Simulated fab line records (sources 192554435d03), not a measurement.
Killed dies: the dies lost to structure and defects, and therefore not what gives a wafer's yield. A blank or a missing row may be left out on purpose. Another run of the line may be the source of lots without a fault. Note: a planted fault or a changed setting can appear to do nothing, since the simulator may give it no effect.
A lot that was struck, set against a sound lot / flow n5-finfet / 17 out of 1938 route steps
Sound: the wafers L732.1, L732.2, L732.4. Struck: wafer L744.5; the same lot's L744.6 was not struck, so it is left out; see the end for the cause.
For every step that has rows: the tool of each side, followed by ch and its chambers, followed by its first start. Under that, the readings that differ: sound wafers / struck wafers / difference of the means / sigmas: that difference in standard deviations of wafers without a fault.
alike: words and numbers the same on both sides, and readings whose means are apart by under 2 such deviations; not compared: readings that were withheld, readings missing a value for some wafer, numbers with overlapping values and no deviation given by the record, and bounds like >300 which may hide the same value.
A row with sigmas, a row that says differs or no value, or rows on one side alone: a step with any of these is where the two part. Numbers that have no deviation but don't overlap get no sigmas and don't part them. A reading missing from all wafers of one side parts the sides only when that side holds two or more wafers.

first, 4 steps without rows for these wafers: N5_BEOL_M7_HM_STRIP_39 (strips TiN in peroxide tin strip, target depth 25 nm, time 158 s); N5_BEOL_M7_SRD_40 (time 30 s); N5_BEOL_M7_PRECLEAN_42 (cleans in residue remover, time 60 s); N5_BEOL_M7_SRD_43 (time 30 s).
N5_BEOL_M7_CD_MEAS_35: the cd target is 40 nm.
  sound on cd-sem-01, day 10 11:10; struck on cd-sem-03, day 14 05:55
  alike: cd-nm
N5_BEOL_M7_CURE_75: cures SiCOH lowk, time 120 s.
  sound on uv-cure-01 ch 2, day 10 11:13; struck on uv-cure-01 ch 0, day 14 06:09
reading=lamp-power-pct (%); sound=52.21 52.23 52.24; struck=52.43; difference=+0.20; sigmas=+3
  alike: wafer_temp_C_max
N5_BEOL_M7_DEGAS_44: time 60 s.
  sound on pvd-sputter-01, day 10 11:43; struck on pvd-sputter-02, day 14 06:25
  alike: heater-power-w
then, 1 step without rows for these wafers: N5_BEOL_M7_PRE_CLEAN_45 (time 30 s).
N5_BEOL_M7_ALD_77: deposits TaN, target thk 2 nm, pulse time 2 s, purge time 3 s.
  sound on ald-metal-04 ch 0,1,3, day 10 11:53; struck on ald-metal-04 ch 3, day 14 06:41
  alike: chamber-pressure-Torr, heater-power-w
N5_BEOL_M7_SURFACE_TREAT_79:
  sound on pvd-sputter-01, day 10 12:13; struck on pvd-sputter-03, day 14 06:56
  not compared: throttle-valve-pct
then, 2 steps without rows for these wafers: N5_BEOL_M7_CVD_78 (deposits Co from CCTBA/H2, target thk 2 nm, time 142.3 s); N5_BEOL_M7_SPUTTER_48 (material Cu, target thk 10 nm, time 1.667 s).
N5_BEOL_M7_ECD_50: material Cu, target thk 300 nm.
  sound on ecd-cu-01 ch 0,1, day 10 12:33; struck on ecd-cu-01 ch 1, day 14 07:33
reading=model.Cu_of_BEOL_M7_ECD_50.thk-nm (nm); sound=303.2 305.4 299.6; struck=166.8; difference=-135.9; sigmas=
N5_BEOL_M7_ANNEAL_51: time 90 s.
  sound on rtp-anneal-01 ch 0, day 10 12:49; struck on rtp-anneal-01 ch 0, day 14 07:54
  alike: wafer_temp_C_max
N5_BEOL_M7_CMP_52: polishes, stops on SiCOH lowk, t overpolish 6.9 s, target thk 80 nm.
  sound on cmp-02 ch 0,1,3, day 10 13:18; struck on cmp-04 ch 0, day 14 08:10
reading=time-to-endpoint-s (s); sound=68 67 62; struck=34; difference=-32; sigmas=-10
  alike: motor-current-A
N5_BEOL_M7_THK_MEAS_53: measures by xrf.
  sound on film-metro-02, day 10 13:35; struck on film-metro-01, day 14 08:19
  alike: M7_THK
-- record jumps: 3 days separate the struck wafers' starts on either side; left off in module BEOL_M7, taken up again in module PASSIVATION, whose first shown step is the route's number 1936 --
N5_PASSIVATION_PROBE_49:
  sound on prober-02, day 13 23:02; struck on prober-01, day 17 12:25
reading=killed-at-other; sound=1 3 6; struck=10; difference=+7; sigmas=+2
  alike: defect-limited-yield, killed_at_M0_to_M3, killed_at_M4_up, killed-at-contacts, killed-at-front-end, killed-dies, killed-open, killed-short, sort_bin_5_function, sort_bin_6_memory, sort-n-pass, sort-yield-pct

== WHERE THEY PART ==
Earliest at N5_BEOL_M7_CURE_75; latest, in this record, at N5_PASSIVATION_PROBE_49.

WHY: whatever the simulator had introduced
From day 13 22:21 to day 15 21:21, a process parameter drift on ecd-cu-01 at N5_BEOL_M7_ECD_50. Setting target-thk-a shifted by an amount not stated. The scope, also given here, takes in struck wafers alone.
